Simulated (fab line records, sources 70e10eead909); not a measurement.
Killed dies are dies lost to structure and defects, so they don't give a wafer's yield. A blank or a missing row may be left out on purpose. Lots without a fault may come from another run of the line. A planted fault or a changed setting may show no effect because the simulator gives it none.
Chamber matching | flow nand_harc | NHARC_P_M2_ETCH_35 on rie_diel-03: 4 sister chambers
The step etches the open film in N2/H2, target depth 40 nm, overetch 12 nm, time 43.94 s. 8 wafers are shown with their chamber, then 12 later ones without.

WAFERS WITH THEIR CHAMBER
wafer  | chamber | drypump_motor_current_A (A) | rf_vpp_V (V)
L082.6 | 1       | 6.3                         | 434.8
L090.1 | 1       | 6.3                         | 433.6
L091.1 | 3       | 5.0                         | 432.6
L091.5 | 3       | 5.0                         | 431.7
L091.6 | 0       | 6.0                         | 430.4
L093.2 | 0       | 5.9                         | 429.2
L093.4 | 2       | 5.7                         | 427.0
L093.6 | 2       | 5.7                         | 427.8

WAFERS WITHOUT THEIR CHAMBER
wafer  | drypump_motor_current_A (A) | rf_vpp_V (V)
L094.1 | 6.0                         | 430.7
L094.3 | 6.3                         | 434.3
L094.4 | 5.7                         | 427.2
L095.1 | 5.7                         | 427.7
L095.3 | 6.0                         | 430.4
L095.4 | 6.3                         | 433.2
L096.1 | 6.3                         | 433.3
L096.4 | 5.7                         | 427.0
L096.6 | 5.7                         | 425.7
L097.1 | 6.3                         | 434.2
L097.2 | 5.9                         | 432.5
L097.5 | 5.0                         | 433.0

WHICH CHAMBER EACH WENT THROUGH
wafer  | from the rows above | in truth
L094.1 | 0                   | 0
L094.3 | 1                   | 1
L094.4 | 2                   | 2
L095.1 | 2                   | 2
L095.3 | 0                   | 0
L095.4 | 1                   | 1
L096.1 | 1                   | 1
L096.4 | 2                   | 2
L096.6 | 2                   | 2
L097.1 | 1                   | 1
L097.2 | 0                   | 0
L097.5 | 3                   | 3
Placed correctly: 12 of 12. Can't be placed from these rows: 0. Placed wrongly: 0.
How it was worked out, from the rows above alone: a wafer's distance from a chamber is the root of the sum, over the readings, of the square of ((its reading less the chamber's mean) divided by the reading's scatter). The wafer belongs to the nearest chamber; if the next one is less than 2 further off, it can't be placed. A chamber's mean is the mean of its shown wafers. The scatter: the root of (the sum of the squares of (reading less its chamber's mean) over the shown wafers, divided by (wafers less chambers)).
